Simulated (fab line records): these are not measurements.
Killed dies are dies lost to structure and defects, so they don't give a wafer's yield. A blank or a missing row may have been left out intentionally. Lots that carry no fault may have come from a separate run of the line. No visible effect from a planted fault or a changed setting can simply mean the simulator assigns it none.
Struck lot and sound lot, side by side / flow n5Finfet / 20 out of 1938 route steps
Sound: the wafers L467.2, L467.4, L467.6. Wafers L461.1, L461.5, L461.6 were the ones struck. The cause is given at the end.
Each step with rows lists, per side, the tool, then ch with its chambers, then its first start. Under that, the readings that differ: sound wafers / struck wafers / difference of the means / sigmas: that difference in standard deviations of wafers without a fault.
alike: readings with means less than 2 such deviations apart, plus words and numbers identical on both sides. not compared: withheld readings, readings lacking a value on some wafer, bounds such as >300 that could conceal the same value, and numbers that have no deviation in the record and whose values overlap.
A row with sigmas, a row that says differs or no value, or rows on one side alone: a step with any of these is where the two part. Non-overlapping numbers with no deviation appear without sigmas and do not part them. A reading that every wafer of one side lacks parts them only if that side has two wafers or more.

first, 11 steps without rows for these wafers: N5_FIN_SAQP_SPACER1_ETCHBACK_25 (etches SiO2 in CHF3/O2, target depth 24.4 nm, time 12.2 s); N5_FIN_SAQP_MANDREL1_REMOVE_56 (chemistry HBr/Cl2/O2, target a-Si, stops on SiNx, bt time 10 s); N5_FIN_SAQP_ETCH_57 (etches SiNx in CH3F/O2, target depth 32.5 nm, time 46.4 s); N5_FIN_SAQP_ETCH_65 (etches SiO2 in CF4, target depth 4 nm, time 4.4 s); N5_FIN_SAQP_MANDREL_ETCH_58 (etches a-Si in HBr/Cl2, stops on SiNx, target depth 45 nm, bt time 10 s, time 27 s); N5_FIN_SAQP_RECESS_63 (chemistry HF/NH3, target SiO2, target depth 18 nm, afs cycles 3, sublimation time 60 s); N5_FIN_SAQP_COAT_68 (time 60 s, resist thk 100 nm); N5_FIN_SAQP_ETCH_69 (etches SOC in N2/H2, stops on SiNx, target depth 150 nm); N5_FIN_SAQP_ETCH_67 (etches SiNx in CH3F/O2, target depth 30 nm); N5_FIN_SAQP_STRIP_70 (strips in N2/H2); N5_FIN_SAQP_RECESS_71 (chemistry HF/NH3, target SiO2, target depth 3 nm, afs cycles 1, sublimation time 60 s).
N5_FIN_SAQP_SPACER2_ALD_28: deposits SiO2, target thk 8.1 nm, pulse time 1 s, purge time 2 s.
  sound on aldSin-04 ch 1,2, day 7 13:22; struck on aldSin-04 ch 0,2,3, day 6 01:19
  no value came back on the struck wafers for chamberPressureTorr (Torr), coReactantPurgeTimeS (s), heaterPowerW (W), precursorPulseHeightRel; on the sound wafers chamberPressureTorr (Torr) reads 1.999 2.002 1.997
then, 1 step without rows for these wafers: N5_FIN_SAQP_SPACER2_ETCHBACK_29 (etches SiO2 in CHF3/O2, target depth 12.2 nm, time 6.1 s).
N5_FIN_SAQP_MANDREL2_REMOVE_60: chemistry HBr/Cl2/O2, target a-Si, stops on SiNx, bt time 10 s.
  sound on rieSi-02 ch 0,1,3, day 7 13:47; struck on rieSi-03 ch 1,2, day 6 01:44
reading=drypumpMotorCurrentA (A); sound=6.3 5.9 5.4; struck=4.6 5.1 4.6; difference=-1.1; sigmas=-3
reading=oes_o_777_au (a.u.); sound=0.98 1.08 1.02; struck=0.93 0.88 0.93; difference=-0.11; sigmas=-3
reading=model.FIN_SAQP.cdNm (nm); sound=8 8.2 8; struck=19.8 20.4 20.4; difference=+12.1; sigmas=
  alike: biasW, oesProductAu, throttleValvePct
  not compared: rfHoursCounterH
N5_FIN_SAQP_CD_MEAS_31: the cd target is 8 nm.
  sound on cdSem-01 ch 0, day 7 13:54; struck on cdSem-03 ch 0, day 6 01:50
reading=cdNm (nm); sound=7.86 7.55 7.88; struck=- - -; difference=no value on the struck wafers; sigmas=
then, 1 step without rows for these wafers: N5_FIN_SAQP_HM_OPEN_33 (chemistry CH3F/O2, target SiNx, target depth 49.4 nm, time 70.6 s).
N5_FIN_SAQP_ETCH_34: etches SiO2 in C4F6/O2, target depth 45 nm, time 15 s.
  sound on rieDiel-01 ch 1,2,3, day 7 14:01; struck on rieDiel-04 ch 1,3, day 6 02:04
reading=model.FIN_SAQP.cdNm (nm); sound=8 8.2 8.2; struck=20 20.4 20.4; difference=+12; sigmas=
  alike: biasW, drypumpMotorCurrentA, etchRfOnTimeS, oes_o_777_au, oesProductAu, rfVppV, showerheadPlenumPTorr, throttleValvePct
  not compared: rfHoursCounterH
then, 1 step without rows for these wafers: N5_FIN_SAQP_STRIP_77 (strips in N2/H2, time 90 s).
N5_BEOL_M4_RC_MEAS_101:
  the record has rows for the sound wafers here (prober-02 ch 0, day 14 18:53) and none for the struck ones
-- a jump in the record: the struck wafers' starts before and after are 11 days apart (it breaks off in module BEOL_M4 and resumes in module PASSIVATION, where the first step shown is number 1936 of the route) --
N5_PASSIVATION_PROBE_49:
  sound on prober-02 at day 18 21:40; struck on prober-02 at day 16 16:11
reading=defectLimitedYield (%); sound=89.5 90.5 91.4; struck=0 0 0; difference=-90; sigmas=-65
reading=killed_at_M0_to_M3; sound=48 22 26; struck=9 16 8; difference=-21; sigmas=-2
reading=killed_at_M4_up; sound=19 13 11; struck=2 2 2; difference=-12; sigmas=-2
reading=killedAtFrontEnd; sound=39 53 53; struck=1169 1158 1167; difference=+1116; sigmas=+93
reading=killedAtOther; sound=8 7 3; struck=0 0 1; difference=-6; sigmas=-2
reading=killedDies; sound=124 112 102; struck=1180 1180 1180; difference=+1067; sigmas=+63
reading=killedOnRim; sound=17 9 8; struck=152 152 152; difference=+141; sigmas=+36
reading=killedOpen; sound=74 73 63; struck=16 26 15; difference=-51; sigmas=-4
reading=killedShort; sound=48 36 30; struck=5 13 6; difference=-30; sigmas=-4
reading=sort_bin_5_function (%); sound=6.9 5.8 3.9; struck=70.8 73.6 74.1; difference=+67.3; sigmas=+69
reading=sortNPass; sound=1056 1068 1078; struck=0 0 0; difference=-1067; sigmas=-63
reading=sortYieldPct (%); sound=89.5 90.5 91.4; struck=0 0 0; difference=-90; sigmas=-65
  alike: killedAtContacts, sort_bin_6_memory

== WHERE THEY PART ==
Last at N5_PASSIVATION_PROBE_49 as far as this record goes, first at N5_FIN_SAQP_SPACER2_ALD_28.

WHY: what had been put in by the simulator
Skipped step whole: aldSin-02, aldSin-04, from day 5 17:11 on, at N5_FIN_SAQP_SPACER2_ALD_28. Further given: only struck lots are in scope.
